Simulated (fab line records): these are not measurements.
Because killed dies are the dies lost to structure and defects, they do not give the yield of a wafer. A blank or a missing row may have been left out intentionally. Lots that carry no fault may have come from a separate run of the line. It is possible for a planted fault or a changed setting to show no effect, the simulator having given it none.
Lot-split experiment	flow n5-finfet	21 wafers read from 7 lots, route of 1938 steps

== ABOUT THE SPLIT ==
At N5_BEOL_M13_ETCH_59 (etches BARC in N2/H2, target depth 89 nm, overetch 26.7 nm, time 67.9 s), the setting time-s was moved away from the recipe's 67.9 s on 9 of the 21 wafers read, by -16.6% to +14.0%. For the rest of the wafers, this setting stayed at what the recipe calls for.

Reading taken at the split's own step.

== THE READING ==
coat_of_BEOL_M13_COAT_04.thk-nm (the simulator's own value, which no gauge read), in nm, at N5_BEOL_M13_ETCH_59 (etches BARC in N2/H2, target depth 89 nm, overetch 26.7 nm, time 67.9 s). The file does not state a usual value for it. Average 316.1 nm, standard deviation 2.3 nm, over the 12 wafers here run with the recipe.

wafer	tool, chamber at the split	time-s as run, s	against the recipe	coat_of_BEOL_M13_COAT_04.thk-nm, nm	against lot-mates on the recipe
L075.1	rie-diel-05, 3	67.9	recipe	314.4	-
L075.4	rie-diel-05, 2	67.9	recipe	317.4	-
L075.6	rie-diel-05, 3	67.9	recipe	313.6	-
L077.2	rie-diel-03, 2	67.9	recipe	317	-
L077.3	rie-diel-03, 1	77.19	+13.7%	307	-10.0
L077.4	rie-diel-03, 0	77.19	+13.7%	304.2	-12.8
L076.1	rie-diel-03, 2	67.9	recipe	319	-
L076.4	rie-diel-03, 0	56.91	-16.2%	325.8	+6.8
L076.6	rie-diel-03, 1	56.91	-16.2%	327.8	+8.8
L078.1	rie-diel-04, 2	56.65	-16.6%	328.4	no lot-mate on the recipe
L078.4	rie-diel-04, 0	56.65	-16.6%	330.2	no lot-mate on the recipe
L078.6	rie-diel-04, 1	56.65	-16.6%	328.8	no lot-mate on the recipe
L080.1	rie-diel-05, 2	67.9	recipe	316.6	-
L080.4	rie-diel-05, 3	67.9	recipe	314	-
L080.6	rie-diel-05, 3	67.9	recipe	313.8	-
L079.1	rie-diel-03, 3	67.9	recipe	314.4	-
L079.3	rie-diel-03, 1	77.39	+14.0%	307.6	-8.4
L079.4	rie-diel-03, 2	67.9	recipe	317.6	-
L094.4	rie-diel-04, 1	72.37	+6.6%	314.2	-3.4
L094.5	rie-diel-04, 1	67.9	recipe	321	-
L094.6	rie-diel-04, 2	67.9	recipe	314.2	-

FIT RESULTS
A straight line over all 21 wafers: coat_of_BEOL_M13_COAT_04.thk-nm changes by -0.717 nm for each +1% of time-s; r = -0.96; the points scatter about the line by 2.1 nm.
The same after taking each lot's own level away (the mean of its wafers on the recipe; 18 wafers): -0.612 nm for each +1%; r = -0.93; scatter 2.1 nm.
According to that fit, moving time-s by its largest amount changes the reading by 10 nm.
The span of the lots' own levels, 314.80 to 319.00 nm, comes to 1.8 times the standard deviation stated above.
So the lot-to-lot level changes the slope: the two fits differ.
Check: +10.6 nm against its lot-mates is what the line predicts for one of the wafers moved furthest among these (-16.2%) when that wafer is left out of the fit. Against them it came out at +6.8 nm.

== THE OTHER SPLITS THESE WAFERS WENT THROUGH ==
These wafers also went through other splits before the reading. Each is held against what the fit with the lots' levels taken away leaves over:
other split on the same wafers	wafers away from the commonest value	r with coat_of_BEOL_M13_COAT_04.thk-nm (lot level and that fit taken away)
N5_BEOL_M12_ILD_DEP_00 time-s	4	+0.47
N5_BEOL_M12_COAT_04 spin-rpm	6	+0.20
N5_BEOL_M13_EXPOSE_07 dose-mj	5	+0.17

== FILE'S OWN FIT ==
coat_of_BEOL_M13_COAT_04.thk-nm changes by -0.614 nm for each +1% of time-s, r = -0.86.
